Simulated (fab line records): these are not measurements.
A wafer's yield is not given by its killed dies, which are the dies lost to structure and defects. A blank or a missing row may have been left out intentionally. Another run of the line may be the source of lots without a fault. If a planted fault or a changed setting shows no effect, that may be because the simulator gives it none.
fab line records	flow nand_harc
[record] lots = 5	wafers = 15	last_day = 32
route steps=1302 shown A_CHANNEL_HOLE_D1@472 A_CHANNEL_FILL_D1@490 END@1302
lots that met no fault: from a run of the same line without faults
start_h: the number of hours between the record's first day and the start of the first shown wafer of the lot	wait_h: hours from the lot's prior step to this one	" as in the row above	L1.1+2: a single row standing in for several wafers	- either no value or no given start	* or withheld: withheld	< > ~ a bound
route shown NAME@n: names a module that has steps shown in the file, with the first one's number in the route	usual: the fault-free wafers' mean and standard deviation	same: alike in all rows	chamber/n: place in a boat	sites: readings site by site	_std_site: the standard deviation of these	_edge_site: inner sites' mean taken away from outer sites' mean	radius_mm: for every site, how far away it sits from the centre of the wafer	mask NAME#n: copy n	behind: the tool/chamber that last shaped the wafer	hold: why the lot was held/for how many hours/how that ended	device: the transistor (n, p or np) that didn't switch	end of line: tests of these same wafers at the route's end	a step with no rows: only its recipe	killed: not the wafer's yield, but the dies lost to structure and defects at the first sort	map: dies across one wafer; x = killed, . = not, _ = none there
set.NAME: the setting as run; set.NAME@STEP: as run at that earlier step	model.NAME: the simulator's own value behind a step, which no gauge read
lots seen at some steps along the route; tables by step, rows by wafer
services: when a tool's chamber went out of use (start_h, in hours from the record's first day, below 0 if earlier), for how many hours, and the reason
[[steps]]
[step NHARC_A_CHANNEL_HOLE_D1_ETCH_20]
[recipe] bias_v = 3000	source_w = withheld	pressure_mtorr = 20	time_s = 361.9	ar_flow_sccm = 375	c4f8_flow_sccm = 89.3	o2_flow_sccm = 35.7	temp_c = -20	target_depth_a = 16000	chemistry = C4F8/O2/Ar
[step NHARC_A_CHANNEL_HOLE_D1_ETCH_21]
[recipe] bias_v = 3000	source_w = withheld	pressure_mtorr = 20	time_s = 514.3	ar_flow_sccm = 375	c4f8_flow_sccm = 89.3	o2_flow_sccm = 35.7	temp_c = -20	target_depth_a = 16000	chemistry = C4F8/O2/Ar
[step NHARC_A_CHANNEL_HOLE_D1_ETCH_22]
[recipe] bias_v = 3000	source_w = withheld	pressure_mtorr = 20	time_s = 666.7	ar_flow_sccm = 375	c4f8_flow_sccm = 89.3	o2_flow_sccm = 35.7	temp_c = -20	target_depth_a = 16000	chemistry = C4F8/O2/Ar
[step NHARC_A_CHANNEL_HOLE_D1_ETCH_23]
[recipe] bias_v = 5000	source_w = withheld	pressure_mtorr = 20	time_s = 819	ar_flow_sccm = 375	c4f8_flow_sccm = 89.3	o2_flow_sccm = 35.7	temp_c = -20	target_depth_a = 16000	chemistry = C4F8/O2/Ar
[usual] drypump_motor_current_A = 6.1/0.45	showerhead_plenum_p_Torr = 3.61/0.11	throttle_valve_pct = 32.153/0.0095
lot.wafer	tool	chamber	start_h	wait_h	drypump_motor_current_A	rf_hours_counter_h	showerhead_plenum_p_Torr	throttle_valve_pct
L812.2	har_etch-02	0	302.44	0.5	5.5	357	3.64	32.130
L812.3	"	1	"	"	5.7	-	3.51	32.154
L812.5	"	0	"	"	5.5	-	3.64	32.154
L819.1	har_etch-01	0	380.61	0.5	6.5	204	3.49	32.154
L819.4	"	0	"	"	6.6	-	3.49	32.160
L819.5	"	1	"	"	6.4	-	3.67	32.142
L820.2	har_etch-01	0	393.91	0.5	6.6	216	3.48	32.132
L820.6	"	1	"	"	6.4	-	3.66	32.154
L820.5	"	0	"	"	6.5	-	3.48	32.158
L822.1	har_etch-02	1	399.68	0.5	5.7	5	3.93	32.168
L822.2	"	0	"	"	5.5	5	3.62	32.148
L822.4	"	1	"	"	5.6	-	3.93	32.174
L823.2	har_etch-02	0	408.01	0.5	5.5	13	3.62	32.156
L823.6	"	0	"	"	5.5	-	3.62	32.143
L823.5	"	1	"	"	5.7	-	3.93	32.166
[step NHARC_A_CHANNEL_HOLE_D1_ETCH_24]
[recipe] bias_v = 5000	source_w = withheld	pressure_mtorr = 20	time_s = 906.2	ar_flow_sccm = 375	c4f8_flow_sccm = 93.8	o2_flow_sccm = 31.2	temp_c = -20	target_depth_a = 15000	chemistry = C4F8/O2/Ar
[usual] drypump_motor_current_A = 6.1/0.45	showerhead_plenum_p_Torr = 3.60/0.11	throttle_valve_pct = 32.235/0.0089
lot.wafer	tool	chamber	start_h	wait_h	drypump_motor_current_A	rf_hours_counter_h	showerhead_plenum_p_Torr	throttle_valve_pct
L812.2	har_etch-02	0	303.15	0.6	5.5	357	3.64	32.225
L812.3	"	1	"	"	5.7	-	3.50	32.247
L812.5	"	0	"	"	5.5	-	3.64	32.236
L819.1	har_etch-01	0	381.30	0.6	6.5	205	3.48	32.238
L819.4	"	0	"	"	6.5	-	3.48	32.238
L819.5	"	1	"	"	6.4	-	3.66	32.236
L820.2	har_etch-01	0	394.62	0.6	6.5	217	3.48	32.228
L820.6	"	1	"	"	6.4	-	3.66	32.241
L820.5	"	0	"	"	6.6	-	3.48	32.235
L822.1	har_etch-02	1	400.37	0.6	5.7	6	3.92	32.234
L822.2	"	0	"	"	5.5	6	3.62	32.232
L822.4	"	1	"	"	5.6	-	3.92	32.235
L823.2	har_etch-02	0	408.72	0.6	5.5	14	3.61	32.231
L823.6	"	0	"	"	5.5	-	3.61	32.241
L823.5	"	1	"	"	5.7	-	3.92	32.238
[step NHARC_A_CHANNEL_HOLE_D1_ETCH_25]
[recipe] bias_v = 5000	source_w = withheld	pressure_mtorr = 20	time_s = 1040.2	ar_flow_sccm = 375	c4f8_flow_sccm = 93.8	o2_flow_sccm = 31.2	temp_c = -20	target_depth_a = 15000	chemistry = C4F8/O2/Ar
[step NHARC_A_CHANNEL_HOLE_D1_ETCH_26]
[recipe] bias_v = 300	source_w = 2000	pressure_mtorr = 30	time_s = 224.1	ar_flow_sccm = 375	c4f8_flow_sccm = 11.4	o2_flow_sccm = 113.6	temp_c = -20	target_depth_a = 3000	chemistry = C4F8/O2/Ar
[usual] drypump_motor_current_A = 6.1/0.45	showerhead_plenum_p_Torr = 3.65/0.11	throttle_valve_pct = 24.583/0.0087
lot.wafer	tool	chamber	start_h	wait_h	drypump_motor_current_A	rf_hours_counter_h	showerhead_plenum_p_Torr	throttle_valve_pct
L812.2	har_etch-02	0	304.72	0.6	5.5	359	3.69	24.580
L812.3	"	1	"	"	5.7	-	3.54	24.585
L812.5	"	0	"	"	5.5	-	3.69	24.576
L819.1	har_etch-01	0	382.97	0.7	6.5	206	3.52	24.579
L819.4	"	0	"	"	6.5	-	3.52	24.608
L819.5	"	1	"	"	6.4	-	3.71	24.586
L820.2	har_etch-01	0	396.18	0.6	6.5	218	3.51	24.572
L820.6	"	1	"	"	6.4	-	3.71	24.591
L820.5	"	0	"	"	6.5	-	3.51	24.586
L822.1	har_etch-02	1	402.02	0.7	5.7	7	3.99	24.591
L822.2	"	0	"	"	5.5	7	3.66	24.576
L822.4	"	1	"	"	5.7	-	3.99	24.579
L823.2	har_etch-02	0	410.38	0.7	5.5	15	3.66	24.577
L823.6	"	0	"	"	5.5	-	3.66	24.580
L823.5	"	1	"	"	5.6	-	3.98	24.576
[step NHARC_A_CHANNEL_HOLE_D1_ETCH_33]
[recipe] bias_v = 400	source_w = 2000	pressure_mtorr = 25	time_s = 90	ar_flow_sccm = 375	c4f8_flow_sccm = 41.7	o2_flow_sccm = 83.3	temp_c = -20	target_depth_a = 4000	chemistry = C4F8/O2/Ar
[usual] drypump_motor_current_A = 6.0/0.45	showerhead_plenum_p_Torr = 3.65/0.11	throttle_valve_pct = 27.620/0.0089
lot.wafer	tool	chamber	start_h	wait_h	drypump_motor_current_A	rf_hours_counter_h	showerhead_plenum_p_Torr	throttle_valve_pct
L812.2	har_etch-02	0	304.92	0.2	5.5	359	3.68	27.625
L812.3	"	1	"	"	5.7	-	3.54	27.606
L812.5	"	0	"	"	5.5	-	3.68	27.637
L819.1	har_etch-01	0	383.17	0.2	6.6	207	3.52	27.602
L819.4	"	0	"	"	6.6	-	3.52	27.628
L819.5	"	1	"	"	6.4	-	3.71	27.612
L820.2	har_etch-01	0	396.38	0.2	6.6	218	3.51	27.621
L820.6	"	1	"	"	6.4	-	3.70	27.614
L820.5	"	0	"	"	6.5	-	3.51	27.608
L822.1	har_etch-02	1	402.22	0.2	5.6	7	3.98	27.612
L822.2	"	0	"	"	5.5	7	3.66	27.606
L822.4	"	1	"	"	5.6	-	3.98	27.620
L823.2	har_etch-02	0	410.57	0.2	5.5	15	3.65	27.607
L823.6	"	0	"	"	5.5	-	3.65	27.619
L823.5	"	1	"	"	5.6	-	3.97	27.630
[step NHARC_A_CHANNEL_HOLE_D1_STRIP_41]
[recipe] n2_flow_sccm = 150	h2_flow_sccm = 150	ar_flow_sccm = 0	bias_w = 0	chemistry = N2/H2
[step NHARC_A_CHANNEL_HOLE_D1_STRIP_42]
[recipe] cf4_flow_sccm = 100	chf3_flow_sccm = 30	ar_flow_sccm = 0	bias_w = 0	chemistry = CF4/CHF3
[step NHARC_A_CHANNEL_HOLE_D1_STRIP_43]
[recipe] o2_flow_sccm = 400	cos_flow_sccm = 20	ar_flow_sccm = 0	bias_w = 0	chemistry = O2/COS
[step NHARC_A_CHANNEL_HOLE_D1_ETCH_44]
[recipe] target_depth_a = 1400	overetch_a = 140	time_s = 77	ion_energy_ev = 100	cf4_flow_sccm = 80	o2_flow_sccm = 20	ar_flow_sccm = 0	rf_w = 300	bias_w = 100	chemistry = CF4/O2
[usual] bias_w = 100.03/0.29	drypump_motor_current_A = 5.9/0.38	oes_product_au = 1.005/0.012	rf_vpp_V = 196.8/1.1	showerhead_plenum_p_Torr = 1.28/0.038	throttle_valve_pct = 13.397/0.0088
lot.wafer	tool	chamber	start_h	wait_h	bias_w	drypump_motor_current_A	oes_product_au	rf_hours_counter_h	rf_vpp_V	showerhead_plenum_p_Torr	throttle_valve_pct
L812.3	rie_diel-10	1	305.64	0.1	100.20	6.4	1.015	6	197.7	1.29	13.389
L812.2	"	3	"	"	99.67	5.4	1.019	5	196.0	1.26	13.396
L812.5	"	1	"	"	100.17	6.4	1.022	-	197.3	1.29	13.406
L819.4	rie_diel-10	2	383.92	0.1	99.56	5.9	0.982	12	196.7	1.27	13.383
L819.1	"	3	"	"	100.04	5.4	0.997	10	197.7	1.26	13.378
L819.5	"	3	"	"	100.20	5.4	0.998	-	195.2	1.26	13.403
L820.2	rie_diel-10	2	397.26	0.0	100.09	5.9	1.007	14	198.6	1.27	13.391
L820.5	"	2	"	"	100.48	5.9	1.003	-	196.6	1.27	13.392
L820.6	"	3	"	"	100.46	5.4	1.002	-	196.8	1.26	13.396
L822.2	rie_diel-10	1	402.97	0.1	99.94	6.4	1.010	14	196.4	1.29	13.395
L822.4	"	2	"	"	99.92	5.9	1.002	14	195.1	1.27	13.388
L822.1	"	3	"	"	100.06	5.4	1.005	13	195.4	1.25	13.394
L823.2	rie_diel-10	3	411.33	0.1	100.22	5.4	1.003	14	196.9	1.25	13.393
L823.6	"	2	"	"	100.16	5.9	0.998	-	195.8	1.27	13.406
L823.5	"	3	"	"	100.22	5.4	0.998	-	195.0	1.25	13.404
[step NHARC_A_CHANNEL_HOLE_D1_STRIP_27]
[recipe] o2_flow_sccm = 500	ar_flow_sccm = 0	bias_w = 0	chemistry = O2
[usual] drypump_motor_current_A = 5.9/0.38	oes_product_au = 1.006/0.011	rf_vpp_V = 57.4/0.84	showerhead_plenum_p_Torr = 3.40/0.097	throttle_valve_pct = 17.036/0.0087
[same] bias_w = 0
lot.wafer	tool	chamber	start_h	wait_h	drypump_motor_current_A	oes_product_au	rf_hours_counter_h	rf_vpp_V	showerhead_plenum_p_Torr	throttle_valve_pct
L812.3	rie_diel-10	1	305.84	-	6.4	1.010	6	58.8	3.43	17.041
L812.2	"	2	"	"	5.9	0.993	6	57.1	3.36	17.040
L812.5	"	0	"	"	5.8	1.007	-	56.3	3.41	17.025
L819.4	rie_diel-10	3	384.07	-	5.4	1.005	11	57.2	3.33	17.036
L819.1	"	1	"	"	6.4	1.010	12	59.0	3.42	17.038
L819.5	"	3	"	"	5.4	1.012	-	58.1	3.33	17.028
L820.2	rie_diel-10	0	397.41	-	5.8	0.994	12	56.5	3.40	17.045
L820.5	"	3	"	"	5.4	1.003	-	58.1	3.33	17.044
L820.6	"	0	"	"	5.8	0.990	-	57.2	3.40	17.030
L822.1	rie_diel-10	0	403.07	-	5.8	0.984	13	57.7	3.40	17.042
L822.2	"	2	"	"	5.9	1.004	14	58.4	3.36	17.044
L822.4	"	3	"	"	5.4	1.005	13	56.2	3.33	17.053
L823.2	rie_diel-10	1	411.58	-	6.4	1.007	15	57.7	3.42	17.036
L823.6	"	2	"	"	5.9	0.998	-	57.2	3.35	17.046
L823.5	"	3	"	"	5.5	1.006	-	58.5	3.32	17.049
[step NHARC_A_CHANNEL_HOLE_D1_PRECLEAN_28]
[recipe] time_s = *	temp_c = 50	bath_age_min = 0	chemistry = SC1
[step NHARC_A_CHANNEL_HOLE_D1_SRD_29]
[step NHARC_A_CHANNEL_HOLE_D1_CD_MEAS_30]
[usual] cd_nm = 89.1/1.8
lot.wafer	tool	chamber	start_h	wait_h	cd_nm
L812.2	cd_sem-03	-	306.45	-	88.9
L812.3	"	-	"	"	90.2
L812.5	"	-	"	"	88.5
L819.1	cd_sem-03	-	384.71	-	87.7
L819.4	"	-	"	"	89.1
L819.5	"	-	"	"	88.2
L820.2	cd_sem-03	-	398.05	-	89.4
L820.5	"	-	"	"	87.7
L820.6	"	-	"	"	89.2
L822.1	cd_sem-02	-	403.76	-	89.4
L822.2	"	-	"	"	90.2
L822.4	"	-	"	"	89.2
L823.2	cd_sem-01	-	412.12	-	88.3
L823.5	"	-	"	"	88.4
L823.6	"	-	"	"	89.4
[step NHARC_A_CHANNEL_HOLE_D1_XSEM_31]
[recipe] landing_energy_ev = 35000
[step NHARC_A_CHANNEL_HOLE_D1_INSPECT_40]
[usual] raw_defect_count = 73/28
lot.wafer	tool	chamber	start_h	wait_h	raw_defect_count
L812.2	defect_inspect-01	-	306.64	-	738
L812.3	"	-	"	"	86
L812.5	"	-	"	"	83
L819.1	defect_inspect-02	-	384.90	-	88
L819.4	"	-	"	"	84
L819.5	"	-	"	"	66
L820.2	defect_inspect-02	-	398.23	-	73
L820.5	"	-	"	"	54
L820.6	"	-	"	"	40
L822.1	defect_inspect-02	-	403.95	-	23
L822.2	"	-	"	"	20
L822.4	"	-	"	"	37
L823.2	defect_inspect-02	-	412.30	-	40
L823.5	"	-	"	"	48
L823.6	"	-	"	"	50
[step NHARC_A_CHANNEL_FILL_D1_PRECLEAN_00]
[recipe] time_s = *	temp_c = 50	bath_age_min = 0	chemistry = SC1
[step NHARC_END_SORT_01]
[recipe] temp_c = 25
[usual] killed_at_array = 54/12	killed_at_other = 0.7/1.1	killed_at_periphery = 3.9/2.8	killed_dies = 59/13	killed_open = 3.4/2	killed_short = 2.5/1.7
[same] gross_dies = 677
lot.wafer	tool	chamber	start_h	wait_h	killed_at_array	killed_at_other	killed_at_periphery	killed_dies	killed_open	killed_short
L812.2	prober-01	0	681.08	2.8	109	1	1	111	5	2
// killed by level:class
L812.2 A_CHANNEL_HOLE_D1:unspecified=71 A_SLIT:chamber_film_flake=22 A_CHANNEL_HOLE_D1:chamber_film_flake=3 A_STAIRCASE:chamber_film_flake=3 A_WL_FILL:chamber_film_flake=2 A_SOURCE_PLATE:geometric_particle:open=1 A_CHANNEL_HOLE_D1:geometric_particle:short=1 A_CHANNEL_HOLE_D2:geometric_particle:open=1
// map L812.2 (x killed, . not)
____________x____________
_________xxxxxxx_________
_______..xxxxxxxxx_______
______...xxxxxxxxx.______
_____....xxxxxxxxx.._____
____.....xxxxxxxxx...____
____.x...xxxxxxxxxx..____
___......x.xxxxxx.....___
___......xxxxxxxx.....___
__.......x..xxx..x.....__
__............x........__
_.........x............._
_......................._
_......................._
_......................._
_...x..................._
....x....................
.......x.................
.........................
.........................
...................x.....
_.......x..............._
_........x.............._
_...........x..........._
_......................._
_.............x...x..x.._
__..................x.x__
__.................xxx.__
___...x...........xxxx___
___......x........xxxx___
____.............xxx.____
____..............xxx____
_____......x......xx_____
______.............______
_______..........._______
_________......._________
____________.____________
// map L819.5 (x killed, . not)
____________.____________
_________......._________
_______.......x..._______
______x............______
_____..............._____
____.................____
____..............x..____
___x..................___
___x..................___
__.....................__
__x....xxx.............__
_x......................_
_x....x................x_
_...x..................._
_x.x.x..............x..._
_......................._
............x............
..............x..........
.......................x.
.........x...............
...........x.............
_......................._
_......x.......x........_
_......................._
_........x.............._
_..............x....xx.._
__..............x.xx..x__
__......x.....x...xxxxx__
___................xxx___
___...............xxxx___
____...............xx____
____xx..x...........x____
_____.xx.....x..x.xx_____
______x..........x.______
_______..........x_______
_________......._________
____________.____________
[[services]]
tool	chamber	start_h	hours	kind
rie_diel-10	-	292.27	0.9	repair
rie_diel-10	0	300.50	-	clean
rie_diel-10	1	300.50	-	clean
rie_diel-10	2	300.50	-	clean
rie_diel-10	3	300.50	-	clean
rie_diel-10	0	325.00	-	clean
rie_diel-10	1	325.00	-	clean
rie_diel-10	2	325.00	-	clean
rie_diel-10	3	325.00	-	clean
rie_diel-10	0	349.67	-	clean
rie_diel-10	1	349.67	-	clean
rie_diel-10	2	349.67	-	clean
rie_diel-10	3	349.67	-	clean
rie_diel-10	0	374.17	-	clean
rie_diel-10	1	374.17	-	clean
rie_diel-10	2	374.17	-	clean
har_etch-02	-	377.00	17.0	pm
har_etch-02	0	377.00	17.0	vent_cycle
har_etch-02	1	377.00	17.0	vent_cycle
har_etch-02	0	394.00	-	clean
har_etch-02	0	394.00	-	consumable_replace:focus_ring
har_etch-02	1	394.00	-	clean
har_etch-02	1	394.00	-	consumable_replace:focus_ring
har_etch-02	1	394.00	-	consumable_replace:showerhead
[[key]]
[first_sign] step = NHARC_A_CHANNEL_HOLE_D1_INSPECT_40	reading = raw_defect_count	direction = up	sigmas = 24	usual = 73	struck = 738
[effect] step = NHARC_END_SORT_01	reading = killed_at_array	direction = up	sigmas = 4.4	usual = 54	struck = 109
[more_kills_born_at] NHARC_A_CHANNEL_HOLE_D1_STRIP_27@rie_diel-10 = 71
met_at NHARC_A_CHANNEL_HOLE_D1_STRIP_27
struck_wafers L812.2
tester_left_out L812
[fault] kind = chamber_particle_source	tool = rie_diel-10	chamber = 2	onset_h = 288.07	steps = NHARC_A_CHANNEL_HOLE_D1_STRIP_27	rate_per_visit_cm2 = 0.9864	end_h = 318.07
// tester_left_out: of these lots the tester's yield and bins aren't shown, on N5 and GAA mostly nor the transistor test; their killed dies are dies lost to structure and defects alone, not to doping, threshold or leakage, so they don't give the yield
